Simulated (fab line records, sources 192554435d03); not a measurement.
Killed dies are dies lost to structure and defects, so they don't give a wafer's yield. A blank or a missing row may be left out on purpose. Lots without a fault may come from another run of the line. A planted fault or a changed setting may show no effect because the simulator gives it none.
Split-lot experiment | flow n5_finfet | 7 lots, 21 wafers read, on a route of 1938 steps

THE SPLIT
At N5_HKMG_FIN_COAT_30 (time 60 s, resist thk 35 nm), the setting spin_rpm was moved away from the recipe's 1500 rpm on 7 of the 21 wafers read, by -11.3% to -6.3%. The other wafers ran this setting at the recipe's value.

FROM THE SPLIT TO THE READING: what the file shows between them, 6 steps
- N5_HKMG_FIN_EXPOSE_09: exposes mask NWFM (also split here: dose_mj)
- N5_HKMG_FIN_PEB_10: peb time 60 s
- N5_HKMG_FIN_DEVELOP_11: develop time 30 s
- N5_HKMG_FIN_CD_MEAS_12: target cd 92.8 nm
- N5_HKMG_FIN_DESCUM_17: chemistry O2, time 7.9 s
- N5_HKMG_FIN_ETCH_31: etches SiARC in CF4, target depth 45.5 nm, time 75.8 s

THE READING
SiARC_of_HKMG_FIN_COAT_30.thk_nm (the simulator's own value, which no gauge read), in nm, at N5_HKMG_FIN_ETCH_32 (etches SOC in N2/H2, target depth 240 nm, time 300 s). The file gives no usual value for it. The 14 wafers here that ran the recipe average 21.5 nm, standard deviation 0.26 nm.

wafer  | tool, chamber at the split | spin_rpm as run, rpm | against the recipe | SiARC_of_HKMG_FIN_COAT_30.thk_nm, nm | against lot-mates on the recipe
L075.2 | litho_track-03, 0          | 1405                 | -6.3%              | 22.6                                 | +1.3
L075.3 | litho_track-03, 0          | 1500                 | recipe             | 21                                   | -
L075.6 | litho_track-03, 0          | 1500                 | recipe             | 21.6                                 | -
L077.1 | litho_track-02, 0          | 1500                 | recipe             | 21.2                                 | -
L077.2 | litho_track-02, 0          | 1500                 | recipe             | 21.8                                 | -
L077.5 | litho_track-02, 0          | 1500                 | recipe             | 21.8                                 | -
L078.4 | litho_track-03, 0          | 1382                 | -7.9%              | 22.6                                 | +1.4
L078.5 | litho_track-03, 0          | 1500                 | recipe             | 21.2                                 | -
L078.6 | litho_track-03, 0          | 1382                 | -7.9%              | 22.2                                 | +1.0
L081.1 | litho_track-04, 0          | 1500                 | recipe             | 21.6                                 | -
L081.3 | litho_track-04, 0          | 1500                 | recipe             | 21.4                                 | -
L081.5 | litho_track-04, 0          | 1500                 | recipe             | 21.8                                 | -
L082.1 | litho_track-02, 0          | 1500                 | recipe             | 21.8                                 | -
L082.2 | litho_track-02, 0          | 1500                 | recipe             | 21.4                                 | -
L082.5 | litho_track-02, 0          | 1331                 | -11.3%             | 23.8                                 | +2.2
L090.2 | litho_track-03, 0          | 1393                 | -7.1%              | 23                                   | +1.2
L090.4 | litho_track-03, 0          | 1393                 | -7.1%              | 22.8                                 | +1.0
L090.6 | litho_track-03, 0          | 1500                 | recipe             | 21.8                                 | -
L093.4 | litho_track-03, 0          | 1500                 | recipe             | 21.4                                 | -
L093.5 | litho_track-03, 0          | 1500                 | recipe             | 21.4                                 | -
L093.6 | litho_track-03, 0          | 1368                 | -8.8%              | 23.6                                 | +2.2

THE FIT
A straight line over all 21 wafers: SiARC_of_HKMG_FIN_COAT_30.thk_nm changes by -0.182 nm for each +1% of spin_rpm; r = -0.92; the points scatter about the line by 0.32 nm.
The same after taking each lot's own level away (the mean of its wafers on the recipe; 21 wafers): -0.186 nm for each +1%; r = -0.95; scatter 0.26 nm.
On that fit, the largest move of spin_rpm shifts the reading by 2.1 nm.
The lots' own levels span 21.20 to 21.80 nm, that is 2.3 times the standard deviation above.
So the lot-to-lot level changes the slope little: the two slopes agree.
Check: with one of the wafers moved furthest among these (-11.3%) left out of the fit, the line predicts +2.04 nm for it against its lot-mates. It came out at +2.2 nm against them.

OTHER SPLITS ON THESE WAFERS
These wafers also went through other splits before the reading. Each is held against what the fit with the lots' levels taken away leaves over:
other split on the same wafers | wafers away from the commonest value | r with SiARC_of_HKMG_FIN_COAT_30.thk_nm (lot level and that fit taken away)
N5_SDB_ETCH_18 time_s          | 6                                    | +0.18
N5_HKMG_FIN_EXPOSE_09 dose_mj  | 4                                    | +0.00

THE WHOLE CHAIN: every reading that the file lists as answering this split, in the file's order
step                | what it does                                           | reading                                                                             | change (the file's fit)               | r (the file's)
N5_HKMG_FIN_COAT_30 | time 60 s, resist thk 35 nm                            | SiARC_of_HKMG_FIN_COAT_30.thk_nm (the simulator's own value, which no gauge read)   | -0.191 nm for each +1% of the setting | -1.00
N5_HKMG_FIN_ETCH_31 | etches SiARC in CF4, target depth 45.5 nm, time 75.8 s | etch.depth_nm (the simulator's own value, which no gauge read)                      | -0.191 nm for each +1% of the setting | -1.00
N5_HKMG_FIN_ETCH_31 | etches SiARC in CF4, target depth 45.5 nm, time 75.8 s | CAR-ArF_of_HKMG_FIN_COAT_06.thk_nm (the simulator's own value, which no gauge read) | +0.172 nm for each +1% of the setting | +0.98
N5_HKMG_FIN_ETCH_32 | etches SOC in N2/H2, target depth 240 nm, time 300 s   | SiARC_of_HKMG_FIN_COAT_30.thk_nm (the simulator's own value, which no gauge read)   | -0.195 nm for each +1% of the setting | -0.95

THE FILE'S OWN FIT
SiARC_of_HKMG_FIN_COAT_30.thk_nm changes by -0.195 nm for each +1% of spin_rpm, r = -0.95.
